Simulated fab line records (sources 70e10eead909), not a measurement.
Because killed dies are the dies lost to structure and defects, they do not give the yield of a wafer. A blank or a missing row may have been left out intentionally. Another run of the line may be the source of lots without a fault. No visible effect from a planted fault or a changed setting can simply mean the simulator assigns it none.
Which tool was responsible?    flow nandHarc    12 lots with 35 wafers sampled at 4 steps, on a route of 1159 steps

## WHAT THE GAUGES SHOWED, per wafer
The record lacks any reading of a measuring or inspecting step that a usual standard deviation could be used to judge.

## WHAT TOOL EACH LOT RAN ON (gives the tool, then ch and the chambers of the sampled wafers, and finally the start)
lot   NHARC_P_STI_ETCH_31                           NHARC_P_GATE_ETCH_104             NHARC_P_CONTACT_DEP_00       NHARC_P_CONTACT_ETCH_31
L318  rieDiel-04 ch 0,1, day 4 17:33 or earlier     rieDiel-11 ch 0,2,3, day 4 17:33  pecvd-01 ch 1,2, no start    rieDiel-12 ch 2,3, no start
L319  rieDiel-04 ch 0,1,2, day 5 12:31 or earlier   rieDiel-11 ch 0,1,2, day 5 12:31  pecvd-01 ch 0,1,2, no start  rieDiel-12 ch 0,1, no start
L320  rieDiel-13 ch 0,3, day 5 12:13 or earlier     rieDiel-06 ch 0,1,2, day 5 12:13  pecvd-01 ch 0,1,2, no start  rieDiel-12 ch 0,1,2, no start
L321  rieDiel-04 ch 0,1, day 5 11:45 or earlier     rieDiel-06 ch 0,2, day 5 11:45    pecvd-03 ch 0,1,2, no start  rieDiel-02 ch 0,3, no start
L322  rieDiel-13 ch 0,1,2, day 6 00:05 or earlier   rieDiel-11 ch 0,2, day 6 00:05    pecvd-03 ch 0,1, no start    rieDiel-02 ch 0,2,3, no start
L329  rieDiel-13 ch 0, day 7 21:50 or earlier       rieDiel-11 ch 1,3, day 7 21:50    pecvd-03 ch 1, no start      rieDiel-12 ch 1, no start
L332  rieDiel-04 ch 0,1, day 8 17:17 or earlier     rieDiel-11 ch 2,3, day 8 17:17    pecvd-01 ch 0,1,2, no start  rieDiel-07 ch 0,3, no start
L334  rieDiel-04 ch 1,3, day 9 00:38 or earlier     rieDiel-09 ch 0,2,3, day 9 00:38  pecvd-04 ch 0,1, no start    rieDiel-02 ch 0,3, no start
L336  rieDiel-13 ch 0,1,2, day 9 05:37 or earlier   rieDiel-09 ch 0,1,2, day 9 05:37  pecvd-03 ch 0,1,2, no start  rieDiel-12 ch 0,1, no start
L335  rieDiel-08 ch 0,2, day 9 05:49 or earlier     rieDiel-09 ch 1,2, day 9 05:49    pecvd-01 ch 1,2, no start    rieDiel-02 ch 0,3, no start
L338  rieDiel-13 ch 2,3, day 9 20:49 or earlier     rieDiel-06 ch 0,2, day 9 20:49    pecvd-03 ch 0,2, no start    rieDiel-02 ch 0,1,3, no start
L340  rieDiel-08 ch 1,2,3, day 10 11:56 or earlier  rieDiel-09 ch 0,1, day 10 11:56   pecvd-03 ch 0,1, no start    rieDiel-12 ch 1,2,3, no start
- NHARC_P_STI_ETCH_31: etches the open film in CF4/CHF3, target depth 108.9 nm, time 54.5 s.
- NHARC_P_GATE_ETCH_104: etches the open film in CF4/CHF3, target depth 60 nm.
- NHARC_P_CONTACT_DEP_00: deposits SiO2, target thk 500 nm.
- NHARC_P_CONTACT_ETCH_31: etches the open film in CH3F/O2, target depth 30 nm, time 85.7 s.

## AS READ BY THE TOOLS THEMSELVES (means over the sampled wafers that have a number; for cases with no such wafer, the mark the record gives instead)
NHARC_P_STI_ETCH_31. Usual: chf3FlowSccm 30.01 sccm, standard deviation 0.086; drypumpMotorCurrentA 5.7 A, standard deviation 0.43; oesProductAu 0.959 a.u., standard deviation 0.019; rfVppV 370.5 V, standard deviation 2.4; showerheadPlenumPTorr 1.57 Torr, standard deviation 0.064; throttleValvePct 16.802 %, standard deviation 0.0098.
lot   tool        chf3FlowSccm (sccm)  drypumpMotorCurrentA (A)  oesProductAu (a.u.)  rfVppV (V)  showerheadPlenumPTorr (Torr)  throttleValvePct (%)  flag
L318  rieDiel-04  30.06                5.8                       0.964                369.9       1.55                          16.802                
L319  rieDiel-04  30.04                5.8                       0.960                369.3       1.52                          16.805                
L320  rieDiel-13  30.09                5.3                       0.958                371.9       1.60                          16.808                
L321  rieDiel-04  30.06                6.1                       0.959                368.7       1.53                          16.796                
L322  rieDiel-13  30.00                5.4                       0.959                371.8       1.61                          16.809                
L329  rieDiel-13  29.96                5.8                       0.912                372.5       1.62                          16.797                
L332  rieDiel-04  30.01                6.1                       0.961                369.5       1.53                          16.797                
L334  rieDiel-04  29.89                5.9                       0.975                369.5       1.54                          16.804                
L336  rieDiel-13  29.96                5.5                       0.955                371.7       1.61                          16.801                
L335  rieDiel-08  29.90                6.1                       0.973                369.5       1.54                          16.804                
L338  rieDiel-13  29.97                5.2                       0.924                372.6       1.61                          16.803                
L340  rieDiel-08  30.00                6.0                       0.973                369.8       1.53                          16.802                

NHARC_P_GATE_ETCH_104. Usual: drypumpMotorCurrentA 5.6 A, standard deviation 0.41; oesProductAu 0.949 a.u., standard deviation 0.02; rfVppV 371.6 V, standard deviation 2.1; showerheadPlenumPTorr 1.60 Torr, standard deviation 0.059; throttleValvePct 16.801 %, standard deviation 0.0097.
lot   tool        drypumpMotorCurrentA (A)  oesProductAu (a.u.)  rfVppV (V)  showerheadPlenumPTorr (Torr)  throttleValvePct (%)  flag
L318  rieDiel-11  5.4                       0.929                371.5       1.61                          16.808                
L319  rieDiel-11  5.4                       0.959                371.5       1.59                          16.801                
L320  rieDiel-06  5.5                       0.932                370.1       1.55                          16.803                
L321  rieDiel-06  5.4                       0.951                368.7       1.53                          16.791                
L322  rieDiel-11  5.2                       0.961                370.5       1.54                          16.802                
L329  rieDiel-11  5.7                       0.796                373.9       1.66                          16.786                OFF
L332  rieDiel-11  5.5                       0.862                374.2       1.67                          16.793                OFF
L334  rieDiel-09  5.8                       0.963                372.1       1.60                          16.801                
L336  rieDiel-09  5.6                       0.975                371.6       1.60                          16.809                
L335  rieDiel-09  5.9                       0.961                372.4       1.61                          16.798                
L338  rieDiel-06  5.4                       0.933                370.2       1.53                          16.801                
L340  rieDiel-09  5.4                       0.966                371.4       1.59                          16.807                

NHARC_P_CONTACT_DEP_00. Usual: heaterPowerOuterW 317 W, standard deviation 68; heaterPowerW 602 W, standard deviation 88; throttleValvePct 16.0 %, standard deviation 0.76.
lot   tool      heaterPowerOuterW (W)  heaterPowerW (W)  throttleValvePct (%)  flag
L318  pecvd-01  329                    635               15.6                  
L319  pecvd-01  283                    563               15.4                  
L320  pecvd-01  322                    614               15.4                  
L321  pecvd-03  356                    664               16.4                  
L322  pecvd-03  337                    646               16.7                  
L329  pecvd-03  328                    654               15.4                  
L332  pecvd-01  331                    635               15.4                  
L334  pecvd-04  262                    529               15.9                  
L336  pecvd-03  364                    666               16.4                  
L335  pecvd-01  283                    570               16.2                  
L338  pecvd-03  415                    712               16.5                  
L340  pecvd-03  326                    652               16.2                  

NHARC_P_CONTACT_ETCH_31. Usual: drypumpMotorCurrentA 5.8 A, standard deviation 0.59; oesProductAu 0.980 a.u., standard deviation 0.014; rfVppV 244.0 V, standard deviation 1.7; showerheadPlenumPTorr 2.43 Torr, standard deviation 0.11; throttleValvePct 20.663 %, standard deviation 0.0098.
lot   tool        drypumpMotorCurrentA (A)  oesProductAu (a.u.)  rfVppV (V)  showerheadPlenumPTorr (Torr)  throttleValvePct (%)  flag
L318  rieDiel-12  5.0                       0.966                243.8       2.49                          20.666                
L319  rieDiel-12  6.6                       0.967                242.6       2.35                          20.674                
L320  rieDiel-12  6.0                       0.987                244.1       2.43                          20.654                
L321  rieDiel-02  5.7                       0.951                244.5       2.48                          20.653                
L322  rieDiel-02  5.7                       0.978                243.3       2.45                          20.660                
L329  rieDiel-12  6.4                       0.998                244.6       2.40                          20.663                
L332  rieDiel-07  6.5                       0.980                242.7       2.42                          20.658                
L334  rieDiel-02  5.7                       0.989                244.6       2.48                          20.666                
L336  rieDiel-12  6.6                       0.997                242.5       2.35                          20.655                
L335  rieDiel-02  5.7                       0.987                244.4       2.40                          20.662                
L338  rieDiel-02  5.8                       0.963                244.3       2.48                          20.655                
L340  rieDiel-12  5.5                       0.991                244.4       2.43                          20.659                

## THE ANSWER, worked out from the rows above alone
Rule: a lot is off if the mean of its wafers that have a number lies more than 3 standard deviations from the usual mean. Also off: a lot with no number at a reading for which 4 or more lots have one. All remaining lots with rows at the step are treated as sound. The gauges are gone through in route order, then the tools' own readings, and for those a lot's mean is taken as printed above. The first step at which some lot is off is used, and at that step the reading that is off furthest; a lot without a number counts as furthest.
Off at NHARC_P_GATE_ETCH_104 (oesProductAu): L329, L332.
A tool fits if, at that step or a process step before it, it ran every lot that is off, and no sound lot after the first of them. With no start given for some of its lots, NHARC_P_STI_ETCH_31 uses the hours and lot order of NHARC_P_GATE_ETCH_104. One candidate fits, namely rieDiel-11 at NHARC_P_GATE_ETCH_104. Its last sound lot is L322 (day 6 00:05), its first lot that is off L329 (day 7 21:50): a fault that began between those two fits.
The tool's own readings at NHARC_P_GATE_ETCH_104 bear it out: on the lots that are off they differ by more than 5 times the standard deviation of the sound lots' means. oesProductAu reads 0.829 a.u. there against 0.953 a.u. on the sound lots.

## WHAT THE SIMULATOR HAD PUT IN
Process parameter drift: rieDiel-11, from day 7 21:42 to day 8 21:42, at NHARC_P_GATE_ETCH_104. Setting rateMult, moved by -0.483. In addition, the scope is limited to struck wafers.
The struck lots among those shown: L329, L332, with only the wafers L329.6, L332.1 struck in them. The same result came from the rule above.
